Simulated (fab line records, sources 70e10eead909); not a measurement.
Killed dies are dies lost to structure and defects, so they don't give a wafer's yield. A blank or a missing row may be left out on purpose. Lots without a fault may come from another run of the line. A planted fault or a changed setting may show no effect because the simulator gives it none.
Which tool did it? | flow nand_harc | 13 lots, 39 wafers sampled, at 6 steps of a route of 1159

WHAT THE GAUGES READ, wafer by wafer
NHARC_END_SORT_01.
lot  | measured     | on        | killed_at_array | killed_at_other | killed_at_periphery | killed_dies | killed_open | killed_short
L886 | day 21 00:51 | prober-01 | 20 31 18        | 2 1 1           | 1 2 4               | 23 34 23    | 4 6 5       | 1 2 2
L896 | day 23 17:59 | prober-01 | 15 23 9         | 0 1 1           | 2 4 6               | 17 28 16    | 1 1 1       | 1 5 1

WHICH TOOL RAN EACH LOT (tool, then ch and the chambers of the sampled wafers, then the start)
lot  | NHARC_A_CONTACT_ETCH_134             | NHARC_A_CONTACT_ETCH_136             | NHARC_A_CONTACT_ETCH_139             | NHARC_A_CONTACT_CVD_19        | NHARC_A_CONTACT_CMP_20
L880 | har_cap_etch-01 ch 0,1, day 17 04:17 | har_cap_etch-01 ch 0,1, day 17 04:35 | har_cap_etch-01 ch 0,1, day 17 04:59 | cvd_w-02 ch 0,1, day 17 13:39 | cmp-01 ch 0,1,2, day 17 14:21
L881 | har_cap_etch-01 ch 0,1, day 18 14:49 | har_cap_etch-01 ch 0,1, day 18 15:08 | har_cap_etch-01 ch 0,1, day 18 15:30 | cvd_w-01 ch 0,1, day 18 17:25 | cmp-04 ch 0,3, day 18 19:17
L886 | har_cap_etch-03 ch 0,1, day 18 17:54 | har_cap_etch-03 ch 0,1, day 18 18:14 | har_cap_etch-03 ch 0,1, day 18 18:35 | cvd_w-01 ch 0, day 18 22:38   | cmp-03 ch 2,3, day 19 04:37
L885 | har_cap_etch-03 ch 0,1, day 19 10:01 | har_cap_etch-03 ch 0,1, day 19 10:19 | har_cap_etch-03 ch 0,1, day 19 10:43 | cvd_w-01 ch 0,1, day 19 12:38 | cmp-03 ch 0,3, day 19 15:08
L887 | har_cap_etch-03 ch 0,1, day 19 10:58 | har_cap_etch-03 ch 0,1, day 19 11:16 | har_cap_etch-03 ch 0,1, day 19 11:40 | cvd_w-01 ch 0,1, day 19 13:44 | cmp-04 ch 0,1,3, day 19 14:17
L893 | har_cap_etch-02 ch 0,1, day 20 16:02 | har_cap_etch-02 ch 0,1, day 20 16:19 | har_cap_etch-02 ch 0,1, day 20 16:43 | cvd_w-01 ch 0,1, day 20 18:50 | cmp-03 ch 0,1,2, day 20 19:24
L892 | har_cap_etch-02 ch 0,1, day 20 17:17 | har_cap_etch-02 ch 0,1, day 20 17:35 | har_cap_etch-02 ch 0,1, day 20 17:57 | cvd_w-02 ch 0,1, day 21 03:16 | cmp-01 ch 0,1,3, day 21 04:12
L896 | har_cap_etch-02 ch 0,1, day 21 09:45 | har_cap_etch-02 ch 0,1, day 21 10:03 | har_cap_etch-02 ch 0,1, day 21 10:27 | cvd_w-02 ch 0,1, day 21 19:54 | cmp-01 ch 1,2, day 21 20:32
L895 | har_cap_etch-03 ch 0,1, day 21 13:39 | har_cap_etch-03 ch 0,1, day 21 13:58 | har_cap_etch-03 ch 0,1, day 21 14:20 | cvd_w-02 ch 0,1, day 21 21:28 | cmp-04 ch 0,3, day 21 22:21
L897 | har_cap_etch-03 ch 0,1, day 22 03:16 | har_cap_etch-03 ch 0,1, day 22 03:35 | har_cap_etch-03 ch 0,1, day 22 03:57 | cvd_w-01 ch 0,1, day 22 09:52 | cmp-01 ch 0,2,3, day 22 10:37
L899 | har_cap_etch-01 ch 0,1, day 22 13:09 | har_cap_etch-01 ch 0,1, day 22 13:28 | har_cap_etch-01 ch 0,1, day 22 13:50 | cvd_w-02 ch 0,1, day 22 18:00 | cmp-04 ch 0,1,2, day 22 18:57
L898 | har_cap_etch-03 ch 0, day 22 13:23   | har_cap_etch-03 ch 0, day 22 13:43   | har_cap_etch-03 ch 0, day 22 14:05   | cvd_w-01 ch 0,1, day 22 21:56 | cmp-03 ch 1,2,3, day 22 22:41
L900 | har_cap_etch-02 ch 0,1, day 23 02:37 | har_cap_etch-02 ch 0,1, day 23 02:55 | har_cap_etch-02 ch 0,1, day 23 03:18 | cvd_w-02 ch 0,1, day 23 12:14 | cmp-01 ch 0,3, day 23 13:08
- NHARC_A_CONTACT_ETCH_134: etches the open film in C4F8/O2/Ar, time 140 s, target depth 700 nm.
- NHARC_A_CONTACT_ETCH_136: etches the open film in C4F8/O2/Ar, time 132 s, target depth 1287 nm.
- NHARC_A_CONTACT_ETCH_139: etches the open film in C4F8/O2/Ar, time 137 s, target depth 590 nm.
- NHARC_A_CONTACT_CVD_19: deposits W, target thk 300 nm, time 802 s.
- NHARC_A_CONTACT_CMP_20: polishes, t overpolish 30 s, target thk 300 nm.

WHAT THE TOOLS THEMSELVES READ (means of the sampled wafers that have a number; where no wafer has one, the mark that the record gives instead)
NHARC_A_CONTACT_CVD_19.
lot  | tool     | heater_power_w (W) | throttle_valve_pct (%)
L880 | cvd_w-02 | 471                | 7.50
L881 | cvd_w-01 | 486                | 7.85
L886 | cvd_w-01 | 500                | 7.79
L885 | cvd_w-01 | 479                | 7.92
L887 | cvd_w-01 | 488                | 8.00
L893 | cvd_w-01 | 467                | 8.25
L892 | cvd_w-02 | 452                | 7.79
L896 | cvd_w-02 | 466                | 7.84
L895 | cvd_w-02 | 464                | 7.94
L897 | cvd_w-01 | 510                | 7.79
L899 | cvd_w-02 | 453                | 8.01
L898 | cvd_w-01 | 489                | 7.79
L900 | cvd_w-02 | 457                | 7.82

NHARC_A_CONTACT_CMP_20.
lot  | tool   | motor_current_A (A) | overpolish_run_s (s) | pad_life_wafers | time_to_endpoint_s (s)
L880 | cmp-01 | 12.8                | 29.999               | 62              | 64
L881 | cmp-04 | 12.3                | 29.996               | 141             | 123
L886 | cmp-03 | 13.3                | 30.000               | 478             | 116
L885 | cmp-03 | 12.6                | 30.004               | 538             | 111
L887 | cmp-04 | 12.2                | 29.993               | 236             | 62
L893 | cmp-03 | 12.3                | 29.996               | 104             | 58
L892 | cmp-01 | 11.8                | 30.003               | 44              | 61
L896 | cmp-01 | 12.4                | 29.998               | 138             | 61
L895 | cmp-04 | 11.7                | 29.997               | 8               | 67
L897 | cmp-01 | 12.7                | 30.002               | 211             | 60
L899 | cmp-04 | 11.4                | 30.002               | 122             | 67
L898 | cmp-03 | 13.3                | 29.997               | 422             | 59
L900 | cmp-01 | 12.8                | 29.995               | 326             | 60

THE ANSWER, worked out from the rows above alone
Rule: what is usual is taken from the lots themselves. Put in order of their means at a reading, lots are off if they are a third of the lots or fewer, leave a main group of 4 or more, and stand apart from it by a gap of 3 or more times the standard deviation of the main group's means; of several such gaps the widest counts. A main group whose means are all the same, to the digits that the tables above print for the reading, isn't used. A lot without any number at a reading at which 4 lots or more have one is off too. The other lots that the step has rows for count as sound. The gauges are gone through in route order, then the tools' own readings, and for those a lot's mean is taken as printed above. The first step at which some lot is off is used, and at that step the reading that is off furthest; a lot without a number counts as furthest.
Off: L881, L886, L885, at NHARC_A_CONTACT_CMP_20 (time_to_endpoint_s). The main group: mean 62 s, standard deviation 3.
A tool fits if, at that step or a process step before it, it ran every lot that is off, and no sound lot after the first of them. None of those tried fits.

WHAT THE SIMULATOR HAD PUT IN
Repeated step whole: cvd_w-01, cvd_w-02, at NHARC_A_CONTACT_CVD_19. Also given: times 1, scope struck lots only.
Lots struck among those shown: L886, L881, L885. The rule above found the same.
